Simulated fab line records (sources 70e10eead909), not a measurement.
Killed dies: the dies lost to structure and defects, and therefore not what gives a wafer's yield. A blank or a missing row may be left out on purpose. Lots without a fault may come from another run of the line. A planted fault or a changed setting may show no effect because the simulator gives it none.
Which tool was responsible? / flow nandHarc / Sampling: 13 lots, 37 wafers, 6 of 1302 route steps

WHAT EACH GAUGE READ, for each wafer
NHARC_A_BLC_CD_MEAS_19.
lot=L546; measured=day 22 15:23; on=cdSem-01; cdNm (nm)=103.2 98.1 101.9
lot=L547; measured=day 22 16:13; on=cdSem-01; cdNm (nm)=104.3 101.2 95.3
lot=L550; measured=day 23 19:55; on=cdSem-02; cdNm (nm)=94.0 102.5 101.7
lot=L552; measured=day 24 04:13; on=cdSem-01; cdNm (nm)=101.8 99.5 97.6
lot=L554; measured=day 25 23:31; on=cdSem-01; cdNm (nm)=105.4 98.9 104.0
lot=L557; measured=day 27 16:00; on=cdSem-03; cdNm (nm)=101.1 101.6 100.6
lot=L559; measured=day 27 17:13; on=cdSem-02; cdNm (nm)=104.0 104.0 101.8
lot=L558; measured=day 28 00:29; on=cdSem-01; cdNm (nm)=104.5 105.9 103.0
lot=L560; measured=day 28 17:14; on=cdSem-02; cdNm (nm)=101.9
lot=L565; measured=day 29 23:55; on=cdSem-02; cdNm (nm)=98.2 101.9 99.3
lot=L567; measured=day 30 23:29; on=cdSem-01; cdNm (nm)=100.9 102.6 99.9
lot=L569; measured=day 31 08:20; on=cdSem-01; cdNm (nm)=103.1 101.1 101.5
lot=L568; measured=day 31 16:14; on=cdSem-03; cdNm (nm)=103.0 101.0 104.7

NHARC_A_M0_CD_MEAS_09: target cd 80 nm.
lot=L546; measured=day 22 18:19; on=cdSem-01; cdNm (nm)=79.4 80.4 80.7
lot=L547; measured=day 22 19:05; on=cdSem-01; cdNm (nm)=80.9 80.3 80.0
lot=L550; measured=day 23 22:50; on=cdSem-02; cdNm (nm)=80.1 81.2 82.0
lot=L552; measured=day 24 07:08; on=cdSem-02; cdNm (nm)=78.9 80.7 80.7
lot=L554; measured=day 26 02:24; on=cdSem-03; cdNm (nm)=81.4 79.8 80.7
lot=L557; measured=day 27 18:54; on=cdSem-03; cdNm (nm)=86.1 80.1 82.2 85.8 80.2 82.4
lot=L559; measured=day 27 19:59; on=cdSem-01; cdNm (nm)=80.4 80.4 81.0
lot=L558; measured=day 28 03:23; on=cdSem-02; cdNm (nm)=81.7 84.3 80.4 81.2 84.7 80.5
lot=L560; measured=day 28 20:08; on=cdSem-02; cdNm (nm)=84.7 85.2
lot=L565; measured=day 30 02:40; on=cdSem-03; cdNm (nm)=80.4 80.7 80.8
lot=L567; measured=day 31 02:30; on=cdSem-03; cdNm (nm)=81.5 81.0 81.1
lot=L569; measured=day 31 11:13; on=cdSem-03; cdNm (nm)=79.6 80.2 80.6
lot=L568; measured=day 31 19:07; on=cdSem-01; cdNm (nm)=79.8 78.8 79.8

NHARC_A_M0_INSPECT_11.
lot=L546; measured=day 22 18:26; on=defectInspect-01; rawDefectCount=98 87 78
lot=L547; measured=day 22 19:13; on=defectInspect-02; rawDefectCount=126 128 116
lot=L550; measured=day 23 22:58; on=defectInspect-01; rawDefectCount=164 145 154
lot=L552; measured=day 24 07:16; on=defectInspect-01; rawDefectCount=90 80 94
lot=L554; measured=day 26 02:32; on=defectInspect-01; rawDefectCount=147 151 192
lot=L557; measured=day 27 22:24; on=defectInspect-01; rawDefectCount=102 95 111
lot=L559; measured=day 27 20:06; on=defectInspect-02; rawDefectCount=56 55 52
lot=L558; measured=day 28 06:25; on=defectInspect-01; rawDefectCount=96 103 88
lot=L560; measured=day 29 00:08; on=defectInspect-02; rawDefectCount=160
lot=L565; measured=day 30 02:48; on=defectInspect-02; rawDefectCount=33 40 36
lot=L567; measured=day 31 02:37; on=defectInspect-02; rawDefectCount=115 137 154
lot=L569; measured=day 31 11:20; on=defectInspect-02; rawDefectCount=46 57 67
lot=L568; measured=day 31 19:14; on=defectInspect-02; rawDefectCount=51 47 34

NHARC_END_SORT_01.
lot=L546; measured=day 24 15:43; on=prober-02; defectLimitedYield (%)=89 90 89; killedAtArray=67 62 68; killedAtOther=0 0 0; killedAtPeriphery=5 3 6; killedDies=72 65 74; killedOpen=4 5 5; killedShort=3 4 6
lot=L547; measured=day 24 15:40; on=prober-01; defectLimitedYield (%)=87 88 89; killedAtArray=81 80 68; killedAtOther=3 0 1; killedAtPeriphery=7 2 5; killedDies=91 82 74; killedOpen=4 3 3; killedShort=1 2 2
lot=L550; measured=day 25 15:56; on=prober-02; defectLimitedYield (%)=87 84 87; killedAtArray=88 97 80; killedAtOther=0 0 0; killedAtPeriphery=2 8 8; killedDies=90 105 88; killedOpen=4 3 5; killedShort=3 4 2
lot=L552; measured=day 25 23:18; on=prober-01; defectLimitedYield (%)=90 90 90; killedAtArray=68 60 67; killedAtOther=0 2 0; killedAtPeriphery=3 7 3; killedDies=71 69 70; killedOpen=1 1 1; killedShort=1 3 4
lot=L554; measured=day 27 18:48; on=prober-02; defectLimitedYield (%)=87 84 81; killedAtArray=83 103 125; killedAtOther=2 1 0; killedAtPeriphery=1 2 7; killedDies=86 106 132; killedOpen=2 3 2; killedShort=4 2 2
lot=L557; measured=day 30 01:46; on=prober-02; defectLimitedYield (%)=89 89 88; killedAtArray=68 69 75; killedAtOther=3 2 0; killedAtPeriphery=3 3 7; killedDies=74 74 82; killedOpen=2 2 2; killedShort=5 1 1
lot=L559; measured=day 29 17:56; on=prober-01; defectLimitedYield (%)=94 94 94; killedAtArray=39 38 41; killedAtOther=0 2 0; killedAtPeriphery=5 3 2; killedDies=44 43 43; killedOpen=3 4 5; killedShort=4 4 1
lot=L558; measured=day 30 23:59; on=prober-02; defectLimitedYield (%)=90 90 91; killedAtArray=64 69 58; killedAtOther=1 0 1; killedAtPeriphery=1 0 2; killedDies=66 69 61; killedOpen=2 3 4; killedShort=5 3 4
lot=L560; measured=day 30 16:59; on=prober-02; defectLimitedYield (%)=84; killedAtArray=109; killedAtOther=1; killedAtPeriphery=0; killedDies=110; killedOpen=3; killedShort=2
lot=L565; measured=day 31 18:39; on=prober-02; defectLimitedYield (%)=93 93 94; killedAtArray=36 36 32; killedAtOther=2 1 2; killedAtPeriphery=7 11 6; killedDies=45 48 40; killedOpen=2 3 1; killedShort=4 3 1
lot=L567; measured=day 32 18:53; on=prober-01; defectLimitedYield (%)=86 86 85; killedAtArray=91 87 98; killedAtOther=1 1 0; killedAtPeriphery=5 4 4; killedDies=97 92 102; killedOpen=5 2 2; killedShort=2 3 1
lot=L569; measured=day 33 04:24; on=prober-02; defectLimitedYield (%)=94 92 91; killedAtArray=38 50 56; killedAtOther=0 0 0; killedAtPeriphery=5 4 2; killedDies=43 54 58; killedOpen=6 4 2; killedShort=4 1 1
lot=L568; measured=day 33 13:04; on=prober-01; defectLimitedYield (%)=91 93 94; killedAtArray=49 42 38; killedAtOther=4 3 0; killedAtPeriphery=7 2 4; killedDies=60 47 42; killedOpen=6 2 5; killedShort=3 3 2

WHICH TOOL RAN EACH LOT (tool, then ch and the chambers of the sampled wafers, then the start)
lot=L546; NHARC_A_BLC_CMP_25=cmp-02 ch 1,2,3, day 22 17:01; NHARC_A_M0_PEB_07=lithoTrack-06 ch 0, day 22 18:14
lot=L547; NHARC_A_BLC_CMP_25=cmp-02 ch 1,2,3, day 22 17:50; NHARC_A_M0_PEB_07=lithoTrack-04 ch 0, day 22 19:00
lot=L550; NHARC_A_BLC_CMP_25=cmp-02 ch 0,3, day 23 21:32; NHARC_A_M0_PEB_07=lithoTrack-04 ch 0, day 23 22:46
lot=L552; NHARC_A_BLC_CMP_25=cmp-04 ch 0,2,3, day 24 05:50; NHARC_A_M0_PEB_07=lithoTrack-01 ch 0, day 24 07:03
lot=L554; NHARC_A_BLC_CMP_25=cmp-02 ch 0,2,3, day 26 01:06; NHARC_A_M0_PEB_07=lithoTrack-01 ch 0, day 26 02:19
lot=L557; NHARC_A_BLC_CMP_25=cmp-04 ch 0,2,3, day 27 17:38; NHARC_A_M0_PEB_07=lithoTrack-04 ch 0, day 27 18:49
lot=L559; NHARC_A_BLC_CMP_25=cmp-02 ch 0,1,2, day 27 18:51; NHARC_A_M0_PEB_07=lithoTrack-01 ch 0, day 27 19:54
lot=L558; NHARC_A_BLC_CMP_25=cmp-02 ch 0,2,3, day 28 02:06; NHARC_A_M0_PEB_07=lithoTrack-04 ch 0, day 28 03:18
lot=L560; NHARC_A_BLC_CMP_25=cmp-03 ch 3, day 28 18:52; NHARC_A_M0_PEB_07=lithoTrack-04 ch 0, day 28 20:04
lot=L565; NHARC_A_BLC_CMP_25=cmp-04 ch 0,2,3, day 30 01:30; NHARC_A_M0_PEB_07=lithoTrack-06 ch 0, day 30 02:36
lot=L567; NHARC_A_BLC_CMP_25=cmp-02 ch 0,1,3, day 31 01:04; NHARC_A_M0_PEB_07=lithoTrack-01 ch 0, day 31 02:25
lot=L569; NHARC_A_BLC_CMP_25=cmp-02 ch 0,1,2, day 31 09:55; NHARC_A_M0_PEB_07=lithoTrack-06 ch 0, day 31 11:08
lot=L568; NHARC_A_BLC_CMP_25=cmp-04 ch 1,2,3, day 31 17:50; NHARC_A_M0_PEB_07=lithoTrack-06 ch 0, day 31 19:02
- NHARC_A_BLC_CMP_25: polishes, t overpolish 30 s, target thk 150 nm.
- NHARC_A_M0_PEB_07: peb time 65 s.

AS READ BY THE TOOLS THEMSELVES (means over the sampled wafers that have a number; for cases with no such wafer, the mark the record gives instead)
NHARC_A_BLC_CMP_25.
lot=L546; tool=cmp-02; motorCurrentA (A)=12.3; overpolishRunS (s)=30.005; timeToEndpointS (s)=29.9
lot=L547; tool=cmp-02; motorCurrentA (A)=12.3; overpolishRunS (s)=30.006; timeToEndpointS (s)=31.9
lot=L550; tool=cmp-02; motorCurrentA (A)=12.8; overpolishRunS (s)=29.996; timeToEndpointS (s)=30.2
lot=L552; tool=cmp-04; motorCurrentA (A)=10.7; overpolishRunS (s)=30.002; timeToEndpointS (s)=28.4
lot=L554; tool=cmp-02; motorCurrentA (A)=12.5; overpolishRunS (s)=30.002; timeToEndpointS (s)=33.3
lot=L557; tool=cmp-04; motorCurrentA (A)=10.7; overpolishRunS (s)=30.007; timeToEndpointS (s)=32.4
lot=L559; tool=cmp-02; motorCurrentA (A)=12.2; overpolishRunS (s)=30.000; timeToEndpointS (s)=34.4
lot=L558; tool=cmp-02; motorCurrentA (A)=12.5; overpolishRunS (s)=30.003; timeToEndpointS (s)=31.7
lot=L560; tool=cmp-03; motorCurrentA (A)=13.3; overpolishRunS (s)=30.007; timeToEndpointS (s)=29.0
lot=L565; tool=cmp-04; motorCurrentA (A)=10.8; overpolishRunS (s)=30.007; timeToEndpointS (s)=33.5
lot=L567; tool=cmp-02; motorCurrentA (A)=12.9; overpolishRunS (s)=30.000; timeToEndpointS (s)=34.1
lot=L569; tool=cmp-02; motorCurrentA (A)=11.9; overpolishRunS (s)=30.006; timeToEndpointS (s)=33.2
lot=L568; tool=cmp-04; motorCurrentA (A)=11.9; overpolishRunS (s)=30.003; timeToEndpointS (s)=31.5

NHARC_A_M0_PEB_07.
lot=L546; tool=lithoTrack-06; exhaustPa (Pa)=44.5
lot=L547; tool=lithoTrack-04; exhaustPa (Pa)=45.2
lot=L550; tool=lithoTrack-04; exhaustPa (Pa)=45.2
lot=L552; tool=lithoTrack-01; exhaustPa (Pa)=46.3
lot=L554; tool=lithoTrack-01; exhaustPa (Pa)=44.5
lot=L557; tool=lithoTrack-04; exhaustPa (Pa)=44.7
lot=L559; tool=lithoTrack-01; exhaustPa (Pa)=45.3
lot=L558; tool=lithoTrack-04; exhaustPa (Pa)=44.3
lot=L560; tool=lithoTrack-04; exhaustPa (Pa)=45.5
lot=L565; tool=lithoTrack-06; exhaustPa (Pa)=45.0
lot=L567; tool=lithoTrack-01; exhaustPa (Pa)=45.2
lot=L569; tool=lithoTrack-06; exhaustPa (Pa)=44.8
lot=L568; tool=lithoTrack-06; exhaustPa (Pa)=45.0

THE ANSWER, worked out from the rows above alone
Rule: usual is defined by the lots themselves. The widest of any qualifying gaps counts: lots, ordered by their means at a reading, are off when they make up no more than a third of the lots, leave a main group of 4 or more, and stand apart from it by 3 or more times the standard deviation of that group's means. A main group is skipped when, at the precision printed for the reading in the tables above, its means are all equal. Also off: a lot with no number at a reading for which 4 or more lots have one. All remaining lots with rows at the step are treated as sound. First the gauges in route order, then the tools' own readings, where a lot's mean is used as printed above. At the first step where some lot is off, the reading lying furthest off is the one used; lots without a number count as furthest.
Across all readings shown, no lot is off: no conclusion can be drawn from this.

WHAT THE SIMULATOR HAD INSERTED
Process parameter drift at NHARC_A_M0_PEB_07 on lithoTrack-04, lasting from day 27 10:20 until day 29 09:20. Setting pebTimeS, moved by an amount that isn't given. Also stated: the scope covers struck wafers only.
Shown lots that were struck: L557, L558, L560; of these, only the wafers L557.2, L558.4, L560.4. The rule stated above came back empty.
